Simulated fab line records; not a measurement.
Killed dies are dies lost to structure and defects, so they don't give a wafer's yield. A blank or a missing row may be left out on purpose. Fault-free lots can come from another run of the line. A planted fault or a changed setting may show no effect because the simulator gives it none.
Which tool was responsible?	flow n5 finfet	11 lots, 33 wafers sampled, at 1 step of a route of 1938

## WHAT THE GAUGES SHOWED, per wafer
N5_MIM_BOT_LITHO_CD_MEAS_08 targets a cd of 3000 nm. Usual: cd nm at 2999.6 nm, with a standard deviation of 1.7.
lot	measured	on	cd nm (nm)	flag
L854	day 11 16:26	cd sem-03	2995.2 2998.4 2996.7	
L858	day 12 08:55	cd sem-01	2999.8 2998.8 3000.4	
L856	day 12 09:57	cd sem-02	2997.0 2995.7 2998.4	
L860	day 13 06:26	cd sem-01	3002.5 3000.4 2999.0	
L861	day 13 18:43	cd sem-03	2997.9 2999.4 3000.1	
L865	day 14 15:31	cd sem-03	3000.3 3002.4 2999.6	
L867	day 15 00:50	cd sem-03	3002.2 3000.8 3003.7	
L869	day 15 23:23	cd sem-03	2999.6 2998.3 3001.5	
L874	day 17 04:11	cd sem-01	3000.7 2999.4 2998.6	
L877	day 17 16:34	cd sem-02	3000.9 3000.4 3004.1	
L876	day 17 21:18	cd sem-03	2998.9 2998.6 3001.3	

## TOOL THAT RAN EACH LOT (tool first, then ch and the chambers of the sampled wafers, then the start)
There is no process step in the record ahead of these readings.

## WHAT THE TOOLS THEMSELVES READ (means of the sampled wafers that have a number; where no wafer has one, the mark that the record gives instead)
The record holds no such reading with a usual standard deviation.

## THE ANSWER, worked out from the rows above alone
Rule: a lot is off if the mean of its wafers that have a number lies more than 3 standard deviations from the usual mean. Also off: a lot with no number at a reading for which 4 or more lots have one. The other lots that the step has rows for count as sound. Order of review: gauges by route order, followed by the tools' own readings, for which a lot's mean as printed above is used. The first step at which some lot is off is used, and at that step the reading that is off furthest; a lot without a number counts as furthest.
No lot is off on any of the readings shown, so nothing can be concluded from this.

## WHAT HAD BEEN PUT IN BY THE SIMULATOR
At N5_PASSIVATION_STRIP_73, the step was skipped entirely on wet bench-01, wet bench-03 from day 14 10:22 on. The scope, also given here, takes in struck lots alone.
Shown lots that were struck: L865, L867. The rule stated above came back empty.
